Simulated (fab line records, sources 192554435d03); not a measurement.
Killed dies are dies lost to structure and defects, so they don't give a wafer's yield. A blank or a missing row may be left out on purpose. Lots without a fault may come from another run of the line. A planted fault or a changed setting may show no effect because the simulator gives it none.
One fault seen from 2 desks | flow n5_finfet | each desk has only its own numbers; what lay behind them comes last

THE TOOL OWNER'S DESK: rie_si-02
The tool's own readings at N5_SDB_CUT_ETCH_26 (etches Si in HBr/Cl2/O2, target depth 129.6 nm, bt time 20 s, time 51.8 s): means of the sampled wafers that have a number, for each lot that ran on this tool. A lot is out of limits, marked OUT, if its mean lies more than 4 standard deviations from the usual mean; the brackets give that distance.
Columns: A = drypump_motor_current_A at N5_SDB_CUT_ETCH_26, usual 5.9 A; B = mfc_cl2_sccm at N5_SDB_CUT_ETCH_26, usual 80.02 sccm; C = oes_o_777_au at N5_SDB_CUT_ETCH_26, usual 0.99 a.u.; D = oes_product_au at N5_SDB_CUT_ETCH_26, usual 0.991 a.u.; E = throttle_valve_pct at N5_SDB_CUT_ETCH_26, usual 37.24 %
lot  | first seen here | A   | B     | C               | D     | E
L287 | day 4 01:07     | 5.7 | 79.98 | 0.98            | 0.993 | 37.31
L289 | day 4 08:19     | 6.2 | 80.07 | 1.01            | 0.992 | 37.25
L297 | day 6 10:07     | 6.2 | 79.91 | 1.00            | 0.989 | 37.29
L300 | day 6 22:34     | 5.3 | 80.22 | 1.39 (+12) OUT  | 0.997 | 37.30
L301 | day 7 07:29     | 5.8 | 79.97 | 1.20 (+6.2) OUT | 0.995 | 37.27
L310 | day 9 15:01     | 5.8 | 79.92 | 1.00            | 0.993 | 37.28
This desk's finding: out of limits on L300, L301; first on L300, day 6 22:34 (oes_o_777_au at N5_SDB_CUT_ETCH_26). In limits: L287, L289, L297, L310.

THE METROLOGY DESK
What the gauges read, lot by lot, whatever tool the lot ran on: means of the sampled wafers that have a number. A lot is out of limits, marked OUT, if its mean lies more than 4 standard deviations from the usual mean; the brackets give that distance. Of its 12 readings 7 are shown: those that lie furthest out on some lot.
Columns: A = thk_nm at N5_ILD0_THK_MEAS_04, usual 197.4 nm; B = DIBL_N at N5_BEOL_M4_RC_MEAS_101, usual 36.3 mV/V; C = DIBL_P at N5_BEOL_M4_RC_MEAS_101, usual 36.3 mV/V; D = IOFF_N at N5_BEOL_M4_RC_MEAS_101, usual 0.157 nA/um; E = IOFF_P at N5_BEOL_M4_RC_MEAS_101, usual 0.22 nA/um; F = SS_P at N5_BEOL_M4_RC_MEAS_101, usual 73.3 mV/dec; G = VT_P at N5_BEOL_M4_RC_MEAS_101, usual -249 mV
lot  | first seen here | A     | B    | C    | D     | E    | F    | G
L287 | day 3 20:20     | 198.2 | 36.4 | 37.4 | 0.152 | 0.21 | 72.8 | -251
L288 | day 4 01:31     | 197.8 | 37.1 | 37.8 | 0.171 | 0.24 | 73.9 | -248
L289 | day 4 03:28     | 197.3 | 35.0 | 34.9 | 0.132 | 0.17 | 72.1 | -254
L291 | day 4 15:32     | 195.9 | 36.6 | 36.4 | 0.176 | 0.24 | 73.0 | -248
L297 | day 6 04:28     | 197.0 | 37.2 | 35.4 | 0.168 | 0.22 | 73.6 | -248
L300 | day 6 17:32     | 196.7 | 34.2 | 34.4 | 0.147 | 0.18 | 73.2 | -254
L301 | day 7 02:14     | 197.4 | 36.1 | 35.8 | 0.143 | 0.20 | 73.5 | -251
L307 | day 8 15:13     | 197.9 | 38.0 | 38.5 | 0.200 | 0.26 | 74.0 | -247
L309 | day 9 04:07     | 196.4 | 36.5 | 36.9 | 0.166 | 0.26 | 73.7 | -246
L310 | day 9 09:56     | 196.4 | 37.5 | 38.3 | 0.171 | 0.28 | 73.6 | -244
This desk's finding: nothing out of limits on any of the 10 lots.

PUT TOGETHER
The tool owner's desk could have raised an alarm at day 6 22:34, on L300, L301.
The metrology desk saw nothing out of limits.
The metrology desk has L300, L301 on record, within its limits.
Of the lots named, all ran N5_SDB_CUT_ETCH_26 on rie_si-02.

WHAT THE SIMULATOR HAD PUT IN
Process parameter drift: rie_si-02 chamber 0, from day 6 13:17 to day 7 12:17, at N5_SDB_CUT_ETCH_26. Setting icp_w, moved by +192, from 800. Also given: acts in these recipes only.
Lots struck among those shown: L300, L301.
Hours from the fault's start to each desk's first reading out of limits: the tool owner's desk, 9.
